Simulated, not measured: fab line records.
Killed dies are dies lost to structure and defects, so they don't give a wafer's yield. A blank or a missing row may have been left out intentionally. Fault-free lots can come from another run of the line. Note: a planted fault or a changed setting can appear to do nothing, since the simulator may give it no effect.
Which tool did it? | flow n5_finfet | Sampling: 11 lots, 33 wafers, 5 of 1938 route steps

## WHAT EACH GAUGE READ, for each wafer
N5_BEOL_M4_RC_MEAS_101.
lot  | measured     | on        | DIBL_N (mV/V)  | DIBL_P (mV/V)  | IOFF_N (nA/um) | IOFF_P (nA/um) | ION_N (uA/um) | ION_P (uA/um) | SS_N (mV/dec)  | SS_P (mV/dec)  | VT_N (mV)   | VT_P (mV)
L907 | day 8 22:30  | prober-01 | 37.9 33.1 34.5 | 36.9 32.0 32.7 | 0.17 0.11 0.12 | 0.20 0.14 0.14 | 657 679 660   | 450 458 447   | 72.0 71.3 70.7 | 73.5 71.7 72.0 | 251 252 257 | -251 -257 -256
L908 | day 9 03:58  | prober-01 | 36.8 39.4 35.4 | 38.4 42.4 37.2 | 0.15 0.25 0.14 | 0.23 0.32 0.21 | 665 709 668   | 467 489 464   | 71.2 73.4 71.2 | 74.1 74.4 74.1 | 253 245 254 | -250 -246 -254
L909 | day 9 09:02  | prober-01 | 36.1 37.2 36.5 | 36.6 36.7 36.5 | 0.17 0.17 0.17 | 0.26 0.24 0.24 | 687 664 688   | 481 454 474   | 71.3 72.0 71.9 | 73.1 73.6 73.3 | 246 249 249 | -246 -246 -248
L910 | day 9 10:56  | prober-02 | 32.5 34.6 34.8 | 34.2 35.3 36.9 | 0.14 0.14 0.16 | 0.19 0.19 0.23 | 686 671 694   | 485 463 486   | 69.9 71.3 70.7 | 72.6 73.1 73.0 | 249 252 247 | -249 -250 -247
L912 | day 10 00:06 | prober-01 | 38.4 38.5 37.4 | 38.5 38.8 36.5 | 0.19 0.21 0.18 | 0.28 0.29 0.26 | 692 703 680   | 482 484 470   | 72.2 72.1 72.1 | 74.2 73.7 73.5 | 249 245 245 | -246 -246 -246
L913 | day 10 08:22 | prober-01 | 41.1 33.5 36.9 | 42.0 33.5 37.0 | 0.25 0.11 0.16 | 0.24 0.13 0.17 | 699 681 680   | 458 466 450   | 73.2 70.7 72.0 | 74.5 72.6 73.5 | 246 253 250 | -251 -259 -256
L914 | day 10 11:44 | prober-01 | 37.4 36.5 38.0 | 38.8 35.5 38.7 | 0.19 0.15 0.19 | 0.24 0.18 0.24 | 682 667 697   | 463 448 475   | 72.1 71.5 72.1 | 73.5 71.9 73.1 | 248 251 245 | -250 -253 -249
L917 | day 11 11:25 | prober-02 | 40.2 36.4 40.9 | 40.8 36.5 42.7 | 0.23 0.16 0.29 | 0.29 0.22 0.33 | 690 691 711   | 473 476 480   | 73.1 71.3 72.8 | 74.3 72.9 74.5 | 243 247 238 | -246 -249 -242
L918 | day 11 11:47 | prober-01 | 35.1 35.5 36.0 | 35.5 35.2 37.2 | 0.17 0.16 0.18 | 0.21 0.20 0.22 | 667 662 672   | 459 451 461   | 71.8 71.6 72.4 | 73.4 72.3 73.4 | 250 251 250 | -249 -251 -250
L920 | day 11 20:03 | prober-02 | 34.8 32.5 34.2 | 37.0 34.5 36.5 | 0.14 0.11 0.13 | 0.21 0.17 0.19 | 662 665 658   | 461 463 460   | 71.4 70.2 70.7 | 73.7 72.6 73.0 | 254 258 255 | -249 -253 -252
L926 | day 13 12:54 | prober-02 | 36.6 37.9 37.5 | 38.0 38.7 39.5 | 0.18 0.18 0.22 | 0.20 0.21 0.24 | 698 673 697   | 473 456 466   | 71.7 71.9 72.2 | 73.0 73.6 73.6 | 247 249 243 | -252 -252 -249

## EACH LOT AND THE TOOL THAT RAN IT (in order: tool; ch and the chambers of the sampled wafers; start)
lot  | N5_BEOL_M0_SPUTTER_132       | N5_BEOL_M1_PECVD_72             | N5_BEOL_M1_HM_DEP_02         | N5_BEOL_M1_COAT_73
L907 | pvd_sputter-01, day 6 23:39  | pecvd-02 ch 0,1,2, day 7 01:07  | pvd_sputter-03, day 7 01:40  | litho_track-02 ch 0, day 7 01:47
L908 | pvd_sputter-02, day 7 03:30  | pecvd-02 ch 1,2, day 7 04:59    | pvd_sputter-03, day 7 06:28  | litho_track-05 ch 0, day 7 06:35
L909 | pvd_sputter-02, day 7 09:56  | pecvd-01 ch 0,2, day 7 12:22    | pvd_sputter-03, day 7 12:40  | litho_track-05 ch 0, day 7 12:48
L910 | pvd_sputter-03, day 7 16:24  | pecvd-03 ch 0, day 7 18:04      | pvd_sputter-03, day 7 19:40  | litho_track-02 ch 0, day 7 19:48
L912 | pvd_sputter-03, day 8 03:18  | pecvd-02 ch 0,1, day 8 04:48    | pvd_sputter-03, day 8 08:31  | litho_track-02 ch 0, day 8 08:38
L913 | pvd_sputter-01, day 8 10:31  | pecvd-02 ch 1,2, day 8 12:29    | pvd_sputter-02, day 8 14:37  | litho_track-02 ch 0, day 8 14:44
L914 | pvd_sputter-01, day 9 00:20  | pecvd-02 ch 1,2, day 9 01:48    | pvd_sputter-01, day 9 01:52  | litho_track-02 ch 0, day 9 01:59
L917 | pvd_sputter-03, day 9 12:04  | pecvd-02 ch 0,1, day 9 13:32    | pvd_sputter-03, day 9 14:52  | litho_track-05 ch 0, day 9 14:59
L918 | pvd_sputter-03, day 9 19:05  | pecvd-03 ch 0,1,2, day 9 20:34  | pvd_sputter-03, day 9 21:01  | litho_track-03 ch 0, day 9 21:08
L920 | pvd_sputter-02, day 10 03:38 | pecvd-01 ch 0, day 10 05:26     | pvd_sputter-02, day 10 06:44 | litho_track-03 ch 0, day 10 06:52
L926 | pvd_sputter-03, day 11 16:28 | pecvd-02 ch 0,1,2, day 11 18:36 | pvd_sputter-03, day 11 19:42 | litho_track-03 ch 0, day 11 19:50
- N5_BEOL_M0_SPUTTER_132: material Cu, target thk 4 nm, time 7.37 s.
- N5_BEOL_M1_PECVD_72: deposits SiO2 from TEOS/O2, target thk 16 nm, time 18 s.
- N5_BEOL_M1_HM_DEP_02: deposits TiN, target thk 20 nm.
- N5_BEOL_M1_COAT_73: time 60 s, resist thk 5 nm.

## WHAT THE TOOLS THEMSELVES READ (means of the sampled wafers that have a number; where no wafer has one, the mark that the record gives instead)
N5_BEOL_M0_SPUTTER_132.
lot  | tool           | substrate_temp_c (C) | throttle_valve_pct (%)
L907 | pvd_sputter-01 | -19.96               | 29.1
L908 | pvd_sputter-02 | -20.09               | 29.0
L909 | pvd_sputter-02 | -20.20               | 30.0
L910 | pvd_sputter-03 | -19.96               | 28.8
L912 | pvd_sputter-03 | -20.15               | 29.0
L913 | pvd_sputter-01 | -20.13               | 29.7
L914 | pvd_sputter-01 | -20.09               | 29.8
L917 | pvd_sputter-03 | -19.87               | 29.0
L918 | pvd_sputter-03 | -19.95               | 29.3
L920 | pvd_sputter-02 | -20.10               | 30.0
L926 | pvd_sputter-03 | -20.11               | 29.2

N5_BEOL_M1_PECVD_72.
lot  | tool     | heater_power_w (W) | showerhead_plenum_p_Torr (Torr) | throttle_valve_pct (%)
L907 | pecvd-02 | 804                | 8.74                            | 23.0
L908 | pecvd-02 | 709                | 8.76                            | 22.5
L909 | pecvd-01 | 623                | 8.76                            | 22.7
L910 | pecvd-03 | 718                | 8.84                            | 22.7
L912 | pecvd-02 | 732                | 8.76                            | 24.0
L913 | pecvd-02 | 786                | 8.75                            | 22.2
L914 | pecvd-02 | 768                | 8.75                            | 22.3
L917 | pecvd-02 | 785                | 8.77                            | 23.4
L918 | pecvd-03 | 643                | 8.81                            | 22.7
L920 | pecvd-01 | 577                | 8.68                            | 21.9
L926 | pecvd-02 | 799                | 8.75                            | 22.9

N5_BEOL_M1_HM_DEP_02.
lot  | tool           | substrate_temp_c (C) | throttle_valve_pct (%)
L907 | pvd_sputter-03 | 25.08                | 29.1
L908 | pvd_sputter-03 | 24.99                | 30.0
L909 | pvd_sputter-03 | 25.02                | 30.1
L910 | pvd_sputter-03 | 25.01                | 29.2
L912 | pvd_sputter-03 | 25.04                | 29.3
L913 | pvd_sputter-02 | 24.99                | 30.1
L914 | pvd_sputter-01 | 24.98                | 29.1
L917 | pvd_sputter-03 | 25.08                | 29.3
L918 | pvd_sputter-03 | 24.90                | 29.6
L920 | pvd_sputter-02 | 25.06                | 30.0
L926 | pvd_sputter-03 | 25.05                | 29.3

N5_BEOL_M1_COAT_73.
lot  | tool           | exhaust_pa (Pa) | heater_power_total_W (W) | plate_temp_C (C)
L907 | litho_track-02 | 44.7            | 390.9                    | 205.09
L908 | litho_track-05 | 45.1            | 390.0                    | 205.06
L909 | litho_track-05 | 43.9            | 390.6                    | 204.94
L910 | litho_track-02 | 45.7            | 391.6                    | 204.97
L912 | litho_track-02 | 45.0            | 402.4                    | 209.44
L913 | litho_track-02 | 44.1            | 402.2                    | 209.32
L914 | litho_track-02 | 44.6            | 401.6                    | 209.50
L917 | litho_track-05 | 44.2            | 391.2                    | 205.03
L918 | litho_track-03 | 45.0            | 390.9                    | 205.09
L920 | litho_track-03 | 45.2            | 392.2                    | 205.05
L926 | litho_track-03 | 45.0            | 391.8                    | 205.05

## THE ANSWER, worked out from the rows above alone
Rule: the usual values come from the lots themselves. Put in order of their means at a reading, lots are off if they are a third of the lots or fewer, leave a main group of 4 or more, and stand apart from it by a gap of 3 or more times the standard deviation of the main group's means; of several such gaps the widest counts. If all means in a main group match to the digits the tables above print for the reading, that group is not used. Also off: a lot with no number at a reading for which 4 or more lots have one. Where the step has rows for the other lots, those lots are counted as sound. The gauges are gone through in route order, then the tools' own readings, and for those a lot's mean is taken as printed above. At the first step where some lot is off, the reading lying furthest off is the one used; lots without a number count as furthest.
Off at N5_BEOL_M1_COAT_73 (plate_temp_C): L912, L913, L914. For the main group the mean is 205.03 C and the standard deviation 0.05.
If a tool, at that step or one of the process steps before it, ran each lot that is off and ran no sound lot following the first of them, it fits. One fits: litho_track-02 at N5_BEOL_M1_COAT_73. A fault onset in the window from L910 (day 7 19:48, its last sound lot) to L912 (day 8 08:38, its first lot off) fits.
The tool's own readings at N5_BEOL_M1_COAT_73 bear it out: on the lots that are off they differ by more than 5 times the standard deviation of the sound lots' means. heater_power_total_W reads 402.1 W there against 391.1 W on the sound lots; plate_temp_C reads 209.42 C there against 205.03 C on the sound lots.

## WHAT HAD BEEN PUT IN BY THE SIMULATOR
Process parameters drifting: litho_track-02 at N5_BEOL_M1_COAT_73, beginning at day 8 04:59. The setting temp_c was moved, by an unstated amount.
Lots struck among those shown: L912, L913, L914. This agrees with what the rule above found.
